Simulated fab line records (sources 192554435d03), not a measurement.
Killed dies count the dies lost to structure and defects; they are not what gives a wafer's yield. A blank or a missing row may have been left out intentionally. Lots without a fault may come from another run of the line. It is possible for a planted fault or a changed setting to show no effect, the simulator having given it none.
Struck lot and sound lot, side by side | flow n5-finfet | 20 out of 1938 route steps
Sound: the wafers L324.2, L324.3, L324.5. The struck wafers were L339.2, L339.3. At the end, the cause is stated.
At each step with rows: each side's tool, then ch and its chambers, then its first start. Under that, the readings that differ: sound wafers | struck wafers | difference of the means | sigmas: that difference in standard deviations of wafers without a fault.
alike: words and numbers the same on both sides, and readings whose means are apart by under 2 such deviations; not compared: readings that were withheld, readings missing a value for some wafer, numbers with overlapping values and no deviation given by the record, and bounds like >300 which may hide the same value.
Wherever a step has rows on one side only, a row that says differs or no value, or a row with sigmas, the two part there. Numbers that don't overlap but have no deviation are shown without sigmas and don't part them. Lack of a reading on every wafer of one side parts them only where that side has two or more wafers.

first, 8 steps without rows for these wafers: N5_BEOL_M13_COAT_58 (time 60 s, resist thk 89 nm); N5_BEOL_M13_COAT_04 (resist thk 400 nm); N5_BEOL_M13_EBR_06; N5_BEOL_M13_SOFTBAKE_05 (time 60 s); N5_BEOL_M13_EXPOSE_07 (exposes mask V12); N5_BEOL_M13_PEB_08 (peb time 90 s); N5_BEOL_M13_DEVELOP_09 (develop time 45 s); N5_BEOL_M13_HARDBAKE_14 (time 120 s).
N5_BEOL_M13_CD_MEAS_10 targets a cd of 190 nm.
  sound on cd-sem-03 ch 0, day 12 21:15; struck on cd-sem-01 ch 0, day 17 15:47
  alike: cd-nm
N5_BEOL_M13_OVL_MEAS_11:
  sound on overlay-02 ch 0, day 12 21:17; struck on overlay-02 ch 0, day 17 15:49
  alike: V12_OVL
N5_BEOL_M13_INSPECT_12: inspects for defects (macro).
  sound: defect-inspect-02 at day 12 21:18; struck: defect-inspect-01 at day 17 15:50
  alike: raw-defect-count
N5_BEOL_M13_DESCUM_15: chemistry O2, time 7.9 s.
  sound on rie-diel-03 ch 0,3, day 12 21:20; struck on rie-diel-03 ch 1,2, day 17 16:09
  alike: drypump-motor-current-A, oes-product-au, rf-vpp-V, showerhead-plenum-p-Torr, temp-c, throttle-valve-pct
  not compared: rf-hours-counter-h
N5_BEOL_M13_ETCH_59: etches BARC in N2/H2, target depth 89 nm, overetch 26.7 nm, time 67.9 s.
  sound on rie-diel-03 ch 0,3, day 12 21:22; struck on rie-diel-03 ch 1,2, day 17 16:11
  reading                                    | sound             | struck      | difference | sigmas
  model.coat_of_BEOL_M13_COAT_04.thk-nm (nm) | 318.8 318.4 317.2 | 295.2 291.6 | -24.7      |
  alike: drypump-motor-current-A, oes-product-au, rf-vpp-V, showerhead-plenum-p-Torr, throttle-valve-pct
  not compared: rf-hours-counter-h
N5_BEOL_M13_VIA_ETCH_16: etches SiOC in C4F8/O2/Ar, target depth 921.7 nm.
  sound on rie-diel-03 ch 0,3, day 12 21:25; struck on rie-diel-03 ch 1,2, day 17 16:14
  reading                                    | sound      | struck    | difference | sigmas
  model.coat_of_BEOL_M13_COAT_04.thk-nm (nm) | 79.4 75 71 | 51.4 45.2 | -26.8      |
  alike: drypump-motor-current-A, oes-product-au, rf-vpp-V, showerhead-plenum-p-Torr, throttle-valve-pct
N5_BEOL_M13_STRIP_63: strips in N2/H2.
  sound on plasma-asher-02 ch 0,1, day 12 21:40; struck on plasma-asher-01 ch 0,1, day 17 16:28
  reading                      | sound          | struck    | difference | sigmas
  strip-time-to-endpoint-s (s) | 30.4 29.2 28.0 | 22.0 20.1 | -8.1       | -8
  alike: drypump-motor-current-A, heater-power-w, oes-product-au, temp-c
  not compared: rf-hours-counter-h
N5_BEOL_M13_STRIP_64: strips in N2/H2.
  sound on plasma-asher-02 ch 0,1, day 12 21:43; struck on plasma-asher-01 ch 0,1, day 17 16:32
  alike: drypump-motor-current-A, heater-power-w, oes-product-au, strip-time-to-endpoint-s, temp-c
  not compared: rf-hours-counter-h
then, 2 steps without rows for these wafers: N5_BEOL_M13_STRIP_71 (strips in post etch residue remover, time 60 s); N5_BEOL_M13_SRD_72 (time 30 s, dry time 30 s).
N5_BEOL_M13_CD_MEAS_17 targets a cd of 190 nm.
  sound: cd-sem-01 at day 12 21:52; struck: cd-sem-03 at day 17 16:43
  reading    | sound             | struck      | difference | sigmas
  cd-nm (nm) | 190.7 189.0 189.0 | 193.3 195.2 | +4.7       | +4
then, 1 step without rows for these wafers: N5_BEOL_M13_COAT_65 (time 60 s, resist thk 350 nm).

## WHERE THEY PART
First at N5_BEOL_M13_STRIP_63; last, within this record, at N5_BEOL_M13_CD_MEAS_17.

WHY: the cause the simulator had injected
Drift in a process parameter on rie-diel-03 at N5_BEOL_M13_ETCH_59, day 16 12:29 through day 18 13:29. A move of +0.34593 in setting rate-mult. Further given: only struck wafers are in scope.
